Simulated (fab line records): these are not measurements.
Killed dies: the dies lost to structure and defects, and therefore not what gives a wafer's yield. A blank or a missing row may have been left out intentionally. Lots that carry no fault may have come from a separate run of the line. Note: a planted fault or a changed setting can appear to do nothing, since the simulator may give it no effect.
Matching of chambers | flow n5Finfet | N5_BEOL_M0_SAQP_ILD_DEP_01 on pecvd-03 has 3 sister chambers
The step deposits SiOC from DEMS/O2, target thk 45.419 nm, time 8.7 s. 6 wafers are shown with their chamber, then 9 later ones without.

WAFERS, EACH WITH ITS CHAMBER
wafer  | chamber | throttleValvePct (%) | showerheadPlenumPTorr (Torr)
L646.2 | 2       | 11.3                 | 5.719
L648.3 | 2       | 11.1                 | 5.702
L651.5 | 0       | 12.8                 | 5.696
L652.1 | 0       | 12.4                 | 5.702
L652.3 | 1       | 11.8                 | 5.683
L652.5 | 1       | 11.9                 | 5.692

WAFERS MISSING THEIR CHAMBER
wafer  | throttleValvePct (%) | showerheadPlenumPTorr (Torr)
L653.1 | 11.8                 | 5.691
L653.2 | 11.2                 | 5.705
L653.3 | 12.8                 | 5.703
L654.2 | 11.2                 | 5.711
L654.4 | 12.5                 | 5.694
L654.6 | 11.0                 | 5.701
L656.1 | 11.1                 | 5.703
L656.5 | 11.2                 | 5.692
L656.6 | 12.7                 | 5.703

WHICH CHAMBER EACH WENT THROUGH
wafer  | from the rows above     | in truth
L653.1 | 1                       | 1
L653.2 | 2                       | 2
L653.3 | 0                       | 0
L654.2 | 2                       | 2
L654.4 | 0                       | 0
L654.6 | 2                       | 2
L656.1 | 2                       | 2
L656.5 | can't be placed: 2 or 1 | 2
L656.6 | 0                       | 0
8 of 9 placed correctly. Unplaceable from these rows: 1, with the true chamber sitting among the candidates in 1. Placed wrongly: 0.
How it was worked out, from the rows above alone: a wafer's distance from a chamber is the root of the sum, over the readings, of the square of ((its reading less the chamber's mean) divided by the reading's scatter). If the next closest chamber is less than 2 further off than the closest, the wafer can't be placed; otherwise it belongs to the closest. The mean given for a chamber averages the wafers shown for that chamber. The scatter: take each reading less its chamber's mean, square it, sum over the shown wafers, divide by the number of wafers less the number of chambers, and take the root.
